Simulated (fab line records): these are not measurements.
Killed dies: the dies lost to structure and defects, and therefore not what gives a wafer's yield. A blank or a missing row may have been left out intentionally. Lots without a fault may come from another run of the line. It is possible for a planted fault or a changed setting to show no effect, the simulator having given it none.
Chamber matching	flow nandHarc	NHARC_A_STAIRCASE_TRIM_220 on rieDiel-04: 4 sister chambers
The step chemistry O2, time 211.2 s. 4 wafers are shown with their chamber, then 11 later ones without.

== WAFERS PAIRED WITH THEIR CHAMBERS ==
wafer	chamber	drypumpMotorCurrentA (A)
L085.5	3	5.6
L088.3	0	6.7
L088.4	1	4.6
L090.1	2	5.6

== WAFERS MISSING THEIR CHAMBER ==
wafer	drypumpMotorCurrentA (A)
L090.2	4.7
L090.4	6.7
L092.2	5.6
L092.4	4.7
L092.5	6.7
L096.1	5.6
L096.5	5.6
L096.6	5.6
L095.1	5.6
L095.4	5.6
L095.6	4.7

== EACH ONE'S CHAMBER ==
wafer	from the rows above	in truth
L090.2	1	1
L090.4	0	0
L092.2	can't be placed: 2 or 3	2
L092.4	1	1
L092.5	0	0
L096.1	can't be placed: 2 or 3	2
L096.5	can't be placed: 2 or 3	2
L096.6	can't be placed: 2 or 3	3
L095.1	can't be placed: 2 or 3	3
L095.4	can't be placed: 2 or 3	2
L095.6	1	1
5 of 11 placed correctly. Cannot be placed on the basis of these rows: 6; the candidates contain the true chamber in 6. Number placed wrongly: 0.
How it was worked out, from the rows above alone: a wafer's distance from a chamber is the root of the sum, over the readings, of the square of ((its reading less the chamber's mean) divided by the reading's scatter). The wafer belongs to the nearest chamber; if the next one is less than 2 further off, it can't be placed. For every chamber, the mean is computed from those of its wafers that are shown. The scatter (one wafer shown for each chamber): square how far every hidden wafer sits from the nearest shown wafer, average those squares and take the square root.
